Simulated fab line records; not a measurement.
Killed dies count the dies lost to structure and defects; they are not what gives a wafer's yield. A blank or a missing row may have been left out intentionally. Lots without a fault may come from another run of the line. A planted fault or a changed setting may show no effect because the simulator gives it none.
fab line records | flow n5Finfet
record: lots: 3 wafers: 9 lastDay: 19
route steps=1938 shown BEOL_M4@1099 BEOL_M5@1112 BEOL_M12@1653 PASSIVATION@1936
lots with no fault: from the same line, run without faults
startH: start of the lot's first displayed wafer, in hours after the record's first day | waitH: hours elapsed since this lot's preceding step | " identical to the entry in the row above | L1.1+2: one row covering several wafers at once | - no value present, or no start provided | * or withheld: withheld | < > ~ a bound
route shown NAME@n: NAME is a module with steps in the file, n the number in the route of the first one | usual: mean/standard deviation taken from wafers without a fault | same: alike in all rows | chamber/n: place in a boat | sites: readings site by site | _std_site: the standard deviation of these | _edge_site: inner sites' mean taken away from outer sites' mean | radiusMm: for every site, how far away it sits from the centre of the wafer | mask NAME#n: copy n | behind: the last tool/chamber to shape the wafer | hold: what put the lot on hold/how long, in hours/how the hold closed | device: whichever transistor did not switch (one of n, p or np) | end of line: tests of these same wafers at the route's end | a step with no rows: only its recipe | killed: count of dies lost to structure and defects at first sort (not the wafer's yield) | map: per-die view of a wafer (x killed, . not killed, _ where there is no die)
set.NAME: the setting that was run; set.NAME@STEP: the one run at that earlier step | model.NAME: the simulator's own value behind a step, which no gauge read
certain route steps with their lots: each step a table, each wafer a row
services: the hour from which a tool's chamber was out of use, counted from the record's first day as startH (under 0 if before that day), plus the number of hours and why
== steps ==
step: N5_BEOL_M4_ANNEAL_95
recipe: tempC: 400 timeS: 240 ambient: vacuum
step: N5_BEOL_M4_SPUTTER_96
recipe: material: Cu targetThkA: 45 tempC: -20 chamberPressurePa: 0.07 powerW: withheld timeS: 8.29
step: N5_BEOL_M4_ECD_50
recipe: material: Cu targetThkA: 3000
step: N5_BEOL_M4_ANNEAL_51
recipe: tempC: 225 timeS: 90 ambient: N2
step: N5_BEOL_M4_CMP_52
recipe: stopOn: SiOC tOverpolishS: 6.8 downForcePsi: 1 platenRpm: 50 clearingPlatenDownForcePsi: 1.5 clearingPlatenRpm: 50 postCmpClean: cuAlkaline targetThkNm: 40 clearingPlatenPadVelocityMS: 0.99484 padVelocityMS: 0.99484
step: N5_BEOL_M4_PRE_CLEAN_60
recipe: gas: NH3/H2 timeS: 15 tempC: * rfPowerW: 300
step: N5_BEOL_M4_CO_CAP_55
recipe: material: Co targetThkA: 20 tempC: 200 precursor: CCTBA/H2 pressureTorr: 30 timeS: 102.1
step: N5_BEOL_M4_PRE_CLEAN_56
recipe: gas: NH3 timeS: 15 tempC: withheld rfPowerW: 300
step: N5_BEOL_M4_DEP_57
recipe: material: SiCN targetThkA: 80 tempC: withheld precursor: 3MS/NH3 pressureTorr: 3 rfW: 202 timeS: 14
step: N5_BEOL_M4_RC_MEAS_101
usual: DIBL_N: 36.0/2.2 DIBL_P: 36.2/2.4 IOFF_N: 0.16/0.035 IOFF_P: 0.21/0.037 ION_N: 672/13 ION_P: 461/7 SS_N: 71.4/0.69 SS_P: 73.2/0.75 VT_N: 250/3.4 VT_P: -251/3
columns lot.wafer tool chamber startH waitH DIBL_N[mV/V] DIBL_P[mV/V] IOFF_N[nA/um] IOFF_P[nA/um] ION_N[uA/um] ION_P[uA/um] SS_N[mV/dec] SS_P[mV/dec] VT_N[mV] VT_P[mV]
L835.2 prober-01 0 205.17 0.2 36.3 36.5 0.16 0.20 671 455 72.0 73.4 250 -253
L835.4 " 0 " " 35.2 36.3 0.15 0.20 683 467 70.9 73.0 247 -252
L835.6 " 0 " " 36.4 37.6 0.18 0.21 677 460 72.2 73.9 244 -252
L849.1 prober-02 0 302.11 0.0 34.2 34.2 0.13 0.17 652 448 71.5 73.1 256 -253
L849.2 " 0 " " 35.6 36.1 0.14 0.20 653 454 71.3 73.6 252 -253
L849.4 " 0 " " 35.8 36.4 0.15 0.20 672 458 71.1 73.3 252 -253
L857.1 prober-02 0 338.03 0.0 31.7 32.4 0.11 0.14 658 455 70.7 72.2 257 -258
L857.2 " 0 " " 32.4 33.1 0.11 0.15 669 459 70.8 72.2 255 -256
L857.6 " 0 " " 31.6 31.1 0.11 0.13 657 447 70.8 71.9 253 -255
step: N5_BEOL_M5_ILD_DEP_00
recipe: material: SiCOH_lowk targetThkA: 1406.4 tempC: 300 precursor: DEMS/porogen pressureTorr: 5 rfW: 500 timeS: 25.9
step: N5_BEOL_M5_CURE_79
recipe: tempC: 385 timeS: 240 ambient: He/Ar material: SiCOH_lowk
step: N5_BEOL_M5_PECVD_70
recipe: material: SiO2 targetThkA: 160 tempC: 400 precursor: TEOS/O2 pressureTorr: 5.5 rfW: 450 teosFlowSccm: 53.8 gas: O2 flowSccm: 3000 timeS: 18
step: N5_BEOL_M5_HM_DEP_02
recipe: material: TiN targetThkA: 200 tempC: 25 chamberPressurePa: 0.49996
step: N5_BEOL_M5_COAT_59
recipe: resist: SOC tempC: 250 timeS: 60 spinRpm: 1500 resistThkNm: 60
step: N5_BEOL_M5_COAT_60
recipe: resist: SiARC tempC: 220 timeS: 60 spinRpm: 1500 resistThkNm: 12
step: N5_BEOL_M5_COAT_71
recipe: resist: underlayer tempC: 205 timeS: 60 spinRpm: 1500 resistThkNm: 5
step: N5_BEOL_M5_COAT_05
recipe: resist: CAR-EUV spinRpm: 1500 resistThkNm: 30
step: N5_BEOL_M5_EBR_07
recipe: solvent: PGMEA ebrWidthMm: 1.5
step: N5_BEOL_M5_SOFTBAKE_06
recipe: tempC: 110 timeS: 60 resist: CAR-EUV
step: N5_BEOL_M5_EXPOSE_08
recipe: maskId: M5 na: 0.33 sourceShape: annular sigmaInner: 0.4 sigmaOuter: 0.8 polarization: unpolarized targetCdNm: 28 doseMj: 35.75
step: N5_BEOL_M5_PEB_09
recipe: pebTempC: 100 pebTimeS: 60 resist: CAR-EUV
step: N5_BEOL_M5_DEVELOP_10
recipe: developTimeS: 30 developer: TMAH resist: CAR-EUV rinseLiquid: surfactantRinse dry: airSpin devTempC: 23
step: N5_BEOL_M5_DESCUM_16
recipe: chemistry: O2 timeS: 7 sourcePowerW: 50 biasPowerW: 20 pressureMtorr: 20 rfFrequencyHz: 2.712e+07 tempC: 40 resist: CAR-EUV o2FlowSccm: 225
step: N5_BEOL_M5_ETCH_72
recipe: chemistry: N2/H2 target: underlayer targetDepthA: 65 maskMaterial: CAR-EUV timeS: 5.2 ionEnergyEv: 200 pressureMtorr: 30 sourceW: 840 biasW: 150 n2FlowSccm: 200 h2FlowSccm: 200 ends: cleared
step: N5_BEOL_M5_ETCH_61
recipe: chemistry: CF4 target: SiARC targetDepthA: 156 maskMaterial: CAR-EUV timeS: 26 ionEnergyEv: 80 pressureMtorr: 40 sourceW: 545 biasW: 36 Ar_flow_sccm: 100 cf4FlowSccm: 100 ends: cleared
step: N5_BEOL_M5_ETCH_62
recipe: chemistry: N2/H2 target: SOC targetDepthA: 750 overetchA: 150 maskMaterial: SiARC tempC: 40 timeS: 112.5 ionEnergyEv: 200 pressureMtorr: 30 sourceW: 840 biasW: 150 n2FlowSccm: 200 h2FlowSccm: 200
step: N5_BEOL_M5_STRIP_63
recipe: chemistry: N2/H2 tempC: 40 n2FlowSccm: 200 h2FlowSccm: 200 rfFrequencyHz: 6e+07
step: N5_BEOL_M5_STRIP_73
recipe: chemistry: N2/H2 tempC: 40 n2FlowSccm: 200 h2FlowSccm: 200 rfFrequencyHz: 6e+07
step: N5_BEOL_M5_STRIP_64
recipe: chemistry: CF4 resist: SiARC powerW: 300 biasPowerW: 75 pressureMtorr: 50 cf4FlowSccm: 150 rfFrequencyHz: 6e+07
step: N5_BEOL_M5_HM_OPEN_17
recipe: chemistry: Cl2/BCl3 targetDepthA: 200 overetchA: 60 target: TiN maskMaterial: SOC ionEnergyEv: 150 pressureMtorr: 10 icpW: 1000 biasW: 126 Cl2_flow_sccm: 53.25 bcl3FlowSccm: 21.75 Ar_flow_sccm: 25
step: N5_BEOL_M5_STRIP_19
recipe: chemistry: O2 powerW: 400 tempC: 40 pressureMtorr: 30 rfFrequencyHz: 6e+07 biasPowerW: 0 overashFraction: 0.2 o2FlowSccm: 225
step: N5_BEOL_M5_COAT_65
recipe: resist: SOC tempC: 250 timeS: 60 spinRpm: 1500 resistThkNm: 60
step: N5_BEOL_M5_COAT_66
recipe: resist: SiARC tempC: 220 timeS: 60 spinRpm: 1500 resistThkNm: 12
step: N5_BEOL_M12_CMP_49
recipe: stopOn: SiOC tOverpolishS: 20.6 downForcePsi: 1 platenRpm: 50 clearingPlatenDownForcePsi: 1.5 clearingPlatenRpm: 50 postCmpClean: cuAlkaline targetThkNm: 320 clearingPlatenPadVelocityMS: 0.99484 padVelocityMS: 0.99484
usual: barrierFieldEndpointS: 30.0/0.99 headPressurePsi: 0.9996/0.002 motorCurrentA: 5.9/0.57 overpolishRunS: 20.599/0.0083 platenRpm: 50.00/0.034 slurryFilterDpKPa: 13.51/0.15
columns lot.wafer tool chamber startH waitH barrierFieldEndpointS headPressurePsi motorCurrentA overpolishRunS platenRpm slurryFilterDpKPa model.Cu_of_BEOL_M12_ECD_47.thkNm
L835.4 cmp-04 2 275.79 0.2 29.8 0.9983 6.6 20.598 50.02 13.05 319.6
L835.2 " 3 " " 29.6 0.9980 5.8 20.597 50.03 13.56 321.4
L835.6 " 1 " " 29.0 0.9972 6.0 20.618 49.96 13.45 323.4
L849.4 cmp-04 3 378.65 0.2 30.4 1.0003 5.9 20.575 49.98 13.12 310
L849.2 " 0 " " 66.2 0.1967 5.0 0.036 49.97 13.70 319.8
L849.1 " 1 " " 29.9 0.9994 5.9 20.602 50.02 13.35 312.8
L857.2 cmp-02 1 414.16 0.2 30.5 1.0004 6.2 20.614 50.01 13.73 325.2
L857.1 " 2 " " 30.7 1.0032 5.3 20.605 49.99 13.54 318.6
L857.6 " 1 " " 30.9 0.9982 6.3 20.603 50.03 13.44 327.6
step: N5_BEOL_M12_INSPECT_55
recipe: inspectInstrument: darkfield mode: postDep
usual: rawDefectCount: 70/21
columns lot.wafer tool chamber startH waitH rawDefectCount
L835.2 defectInspect-01 - 276.16 0.0 98
L835.4 " - " " 84
L835.6 " - " " 63
L849.1 defectInspect-01 - 379.06 0.0 60
L849.2 " - " " 4814
L849.4 " - " " 38
L857.1 defectInspect-02 - 414.60 0.0 66
L857.2 " - " " 127
L857.6 " - " " 66
step: N5_PASSIVATION_PROBE_49
usual: defectLimitedYield: 91.2/1.4 killed_at_M0_to_M3: 34/9.4 killed_at_M4_up: 14/5.6 killedAtContacts: 13/7.8 killedAtFrontEnd: 37/10 killedAtOther: 4/3.3 killedDies: 103/17 killedOnRim: 14/3.5 killedOpen: 68/13 killedShort: 33/8.2 sort_bin_5_function: 5.1/0.92 sort_bin_6_memory: 3.3/0.71 sortNPass: 1077/17 sortYieldPct: 91.2/1.4
same: grossDies: 1180 killedAtBackSide: 0 sort_bin_4_leakage[%]: 0 sort_bin_8_speed[%]: 0
columns lot.wafer tool chamber startH waitH defectLimitedYield[%] killed_at_M0_to_M3 killed_at_M4_up killedAtContacts killedAtFrontEnd killedAtOther killedDies killedOnRim killedOpen killedShort sort_bin_5_function[%] sort_bin_6_memory[%] sortNPass sortYieldPct[%]
L835.2 prober-02 - 310.52 0.1 91.4 36 3 31 28 4 102 11 71 30 5.1 3.1 1078 91.4
L835.4 prober-02 - 310.62 0.2 91.9 25 11 32 22 5 95 13 58 31 5.0 2.5 1085 91.9
L835.6 prober-02 - 310.72 0.3 88.1 31 7 51 51 1 141 16 101 40 6.8 4.7 1039 88.1
L849.1 prober-02 - 418.67 0.0 92.4 19 13 16 36 6 90 11 62 26 5.3 2.0 1090 92.4
L849.2 prober-02 - 418.72 0.1 0 38 1093 4 36 9 1180 152 68 27 4.7 3.3 0 0
L849.4 prober-02 - 418.82 0.2 91.3 36 7 9 39 12 103 12 63 39 4.4 3.9 1077 91.3
killed by level:class
L835.2 MOL_CONTACT_COAG:geometricParticle:open=25 BEOL_M3:geometricParticle:open=9 BEOL_M0_SAQP:geometricParticle:open=8 BEOL_M0_SAQP:geometricParticle:short=8 FIN_SAQP:geometricParticle:open=6 MOL_CONTACT_COAG:geometricParticle:short=6 BEOL_M2:geometricParticle:open=5 FIN_SAQP:geometricParticle:short=4
L835.4 MOL_CONTACT_COAG:geometricParticle:open=25 MOL_CONTACT_COAG:geometricParticle:short=7 BEOL_M1:geometricParticle:open=7 BEOL_M0_SAQP:geometricParticle:short=5 BEOL_M1:geometricParticle:short=5 HKMG_FIN:areaEtch=5 DUMMY_GATE:geometricParticle:open=3 BEOL_M0_SAQP:geometricParticle:open=3
L835.6 MOL_CONTACT_COAG:geometricParticle:open=42 STI_FIN_REVEAL:geometricParticle:open=13 FIN_SAQP:geometricParticle:short=9 MOL_CONTACT_COAG:geometricParticle:short=9 FIN_SAQP:geometricParticle:open=7 BEOL_M0_SAQP:geometricParticle:short=7 BEOL_M2:geometricParticle:open=7 DUMMY_GATE:geometricParticle:open=5
L849.1 MOL_CONTACT_COAG:geometricParticle:open=15 FIN_SAQP:geometricParticle:open=10 STI_FIN_REVEAL:geometricParticle:open=7 BEOL_M0_SAQP:geometricParticle:short=7 GATE_CUT:geometricParticle:short=4 BEOL_M4:geometricParticle:open=4 BEOL_M6:geometricParticle:open=4 SPACER0:geometricParticle:open=3
L849.2 BEOL_M12:areaCmp=1081 BEOL_M3:geometricParticle:open=14 FIN_SAQP:geometricParticle:open=8 STI_FIN_REVEAL:geometricParticle:open=8 BEOL_M1:geometricParticle:open=5 BEOL_M2:geometricParticle:open=5 MOL_CONTACT_COAG:geometricParticle:open=4 BEOL_M0:geometricParticle:open=4
L849.4 FIN_SAQP:geometricParticle:open=13 MOL_CONTACT_COAG:geometricParticle:open=8 BEOL_M0_SAQP:geometricParticle:short=7 FIN_SAQP:geometricParticle:short=5 BEOL_M0_SAQP:geometricParticle:open=5 BEOL_M0:geometricParticle:short=5 BEOL_M2:geometricParticle:open=5 STI_FIN_REVEAL:geometricParticle:open=4
map L849.2 (x killed, . not)
_________________xxxxxxxxxxxx________________
______________xxxxxxxxxxxxxxxxxx_____________
___________xxxxxxxxxxxxxxxxxxxxxxxx__________
__________xxxxxxxxxxxxxxxxxxxxxxxxxx_________
________xxxxxxxxxxxxxxxxxxxxxxxxxxxxxx_______
_______xxxxxxxxxxxxxxxxxxxxxxxxxxxxxxxx______
______xxxxxxxxxxxxxxxxxxxxxxxxxxxxxxxxxx_____
_____xxxxxxxxxxxxxxxxxxxxxxxxxxxxxxxxxxxx____
____xxxxxxxxxxxxxxxxxxxxxxxxxxxxxxxxxxxxxx___
___xxxxxxxxxxxxxxxxxxxxxxxxxxxxxxxxxxxxxxxx__
___xxxxxxxxxxxxxxxxxxxxxxxxxxxxxxxxxxxxxxxx__
__xxxxxxxxxxxxxxxxxxxxxxxxxxxxxxxxxxxxxxxxxx_
__xxxxxxxxxxxxxxxxxxxxxxxxxxxxxxxxxxxxxxxxxx_
_xxxxxxxxxxxxxxxxxxxxxxxxxxxxxxxxxxxxxxxxxxxx
_xxxxxxxxxxxxxxxxxxxxxxxxxxxxxxxxxxxxxxxxxxxx
_xxxxxxxxxxxxxxxxxxxxxxxxxxxxxxxxxxxxxxxxxxxx
_xxxxxxxxxxxxxxxxxxxxxxxxxxxxxxxxxxxxxxxxxxxx
_xxxxxxxxxxxxxxxxxxxxxxxxxxxxxxxxxxxxxxxxxxxx
_xxxxxxxxxxxxxxxxxxxxxxxxxxxxxxxxxxxxxxxxxxxx
_xxxxxxxxxxxxxxxxxxxxxxxxxxxxxxxxxxxxxxxxxxxx
_xxxxxxxxxxxxxxxxxxxxxxxxxxxxxxxxxxxxxxxxxxxx
__xxxxxxxxxxxxxxxxxxxxxxxxxxxxxxxxxxxxxxxxxx_
__xxxxxxxxxxxxxxxxxxxxxxxxxxxxxxxxxxxxxxxxxx_
___xxxxxxxxxxxxxxxxxxxxxxxxxxxxxxxxxxxxxxxx__
___xxxxxxxxxxxxxxxxxxxxxxxxxxxxxxxxxxxxxxxx__
____xxxxxxxxxxxxxxxxxxxxxxxxxxxxxxxxxxxxxx___
_____xxxxxxxxxxxxxxxxxxxxxxxxxxxxxxxxxxxx____
______xxxxxxxxxxxxxxxxxxxxxxxxxxxxxxxxxx_____
_______xxxxxxxxxxxxxxxxxxxxxxxxxxxxxxxx______
________xxxxxxxxxxxxxxxxxxxxxxxxxxxxxx_______
__________xxxxxxxxxxxxxxxxxxxxxxxxxx_________
___________xxxxxxxxxxxxxxxxxxxxxxxx__________
______________xxxxxxxxxxxxxxxxxx_____________
_________________xxxxxxxxxxxx________________
map L835.6 (x killed, . not)
_________________...x...x.x.x________________
______________.................._____________
___________....x...................__________
__________........x.x.x.xx.....x...x_________
________............................xx_______
_______x......xx..................x....______
______x...................x............._____
_____..................x.....x........x..____
____.........xxx................x.........___
___.....x............x..........x....x.....__
___..x......x....x.....x............x......__
__...x......x...x..xx..........x............_
__....x....................................._
_x.x.x..x...x.x...........x...x..............
_....x...................x......x.x...xx.....
_.........................x...x.x.....x......
_.......x...x.................x.........x....
_....x...x.........x......x.x................
_.xxx...x.x....x.....x..x.x...x.xx..x........
_x...................x.x.........x.....x.x...
_............x......xx.........x......x......
__.x..x.x.................................x._
__....................x...................x._
___...x....x..........x...x..x.......x.....__
___.....x.....x....x.............x..x...x..__
____..x...........x..............x........___
_____.x.xx...x.x.x...x.x.................____
______.................................._____
_______..x......x.........x.x.x...x....______
________.x........x.x........x...x...._______
__________.x.x.....x...x............_________
___________........................__________
______________.x....x..x........_____________
_________________............________________
== services ==
columns tool chamber startH hours kind
cmp-04 - 255.67 2.2 repair
cmp-02 - 264.02 0.6 repair
cmp-02 - 266.06 5.0 pm
cmp-02 - 274.28 1.9 repair
cmp-04 - 323.67 4.0 pm
cmp-04 - 327.67 - consumableReplace:conditioner
cmp-04 - 327.67 - consumableReplace:pad
cmp-02 - 338.31 0.5 repair
== key ==
firstSign: step: N5_BEOL_M12_CMP_49 reading: overpolishRunS direction: down sigmas: 99+ usual: 20.599 struck: 0.036
effect: step: N5_BEOL_M12_CMP_49 reading: headPressurePsi direction: down sigmas: 99+ usual: 0.9996 struck: 0.1967
effect: step: N5_BEOL_M12_INSPECT_55 reading: rawDefectCount direction: up sigmas: 99+ usual: 70 struck: 4814
effect: step: N5_PASSIVATION_PROBE_49 reading: killed_at_M4_up direction: up sigmas: 99+ usual: 14 struck: 1093
modelEffect: step: N5_BEOL_M12_CMP_49 value: Cu_of_BEOL_M12_ECD_47.thkNm without: 312.6 struck: 319.8
moreKillsBornAt: N5_BEOL_M12_CMP_49@cmp-04: 1081
metAt N5_BEOL_M12_CMP_49
struckWafers L849.2
laterRowsLeftOut L849.2
fault: kind: processParameterDrift tool: cmp-04 chamber: 0 onsetH: 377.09 steps: N5_BEOL_M12_CMP_49 channel: downForcePsi offset: -0.8044 shape: step endH: 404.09 actsIn: theseRecipesOnly stated: 1
laterRowsLeftOut: the simulator's readings of these wafers behind a module that went badly wrong aren't trusted and aren't shown, but for the sort
